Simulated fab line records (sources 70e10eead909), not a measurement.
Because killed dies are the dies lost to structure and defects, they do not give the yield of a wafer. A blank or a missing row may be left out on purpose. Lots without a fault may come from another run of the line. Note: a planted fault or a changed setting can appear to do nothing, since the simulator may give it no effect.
Matching of chambers	flow nand harc	4 sister chambers for NHARC_A_BLC_STRIP_29 on rie diel-13
The step strips in CF4. 16 wafers are shown with their chamber, then 8 later ones without.

WAFERS, EACH WITH ITS CHAMBER
wafer	chamber	showerhead plenum p Torr (Torr)	drypump motor current A (A)	rf vpp V (V)
L787.2	2	1.82	5.6	58.8
L787.5	2	1.82	5.6	61.2
L787.6	1	1.86	5.1	60.9
L788.1	0	1.71	6.1	60.8
L788.4	2	1.82	5.5	59.8
L788.6	1	1.86	5.1	60.5
L789.1	2	1.82	5.5	59.5
L789.2	0	1.71	6.1	60.0
L789.6	0	1.71	6.1	58.6
L800.1	2	1.82	5.5	59.5
L800.3	0	1.71	6.1	58.5
L800.5	2	1.82	5.5	60.2
L801.1	1	1.85	5.1	60.8
L801.2	3	1.87	5.4	60.2
L801.4	2	1.82	5.6	60.0
L803.1	3	1.87	5.5	60.2

SIGNATURES, as means of the wafers listed above
reading	chamber 0	chamber 1	chamber 2	chamber 3	scatter within a chamber
showerhead plenum p Torr	1.7100	1.8567	1.8200	1.8700	0.00236
drypump motor current A	6.100	5.100	5.543	5.450	0.043
rf vpp V	59.475	60.733	59.857	60.200	0.772
Rule: a wafer lies at a distance from a chamber equal to the root of the sum of squares, over the readings, of (its reading less the chamber's mean, divided by the reading's scatter). The wafer belongs to the nearest chamber; if the next one is less than 2 further off, it can't be placed. The scatter: the root of (the sum of the squares of (reading less its chamber's mean) over the shown wafers, divided by (wafers less chambers)).

WAFERS WHOSE CHAMBER IS MISSING
wafer	showerhead plenum p Torr (Torr)	drypump motor current A (A)	rf vpp V (V)
L803.3	1.71	6.1	60.2
L803.5	1.87	5.5	60.7
L806.1	1.71	6.1	60.1
L806.2	1.87	5.4	58.7
L806.3	1.85	5.1	60.0
L805.1	1.85	5.1	59.3
L805.4	1.87	5.4	58.8
L805.5	1.71	6.1	58.1

WHICH CHAMBER EACH WENT THROUGH
wafer	from the rows above	in truth
L803.3	0	0
L803.5	3	3
L806.1	0	0
L806.2	3	3
L806.3	1	1
L805.1	1	1
L805.4	3	3
L805.5	0	0
Correct placement for 8 of the 8. From these rows, 0 cannot be placed. Wrongly placed: 0.
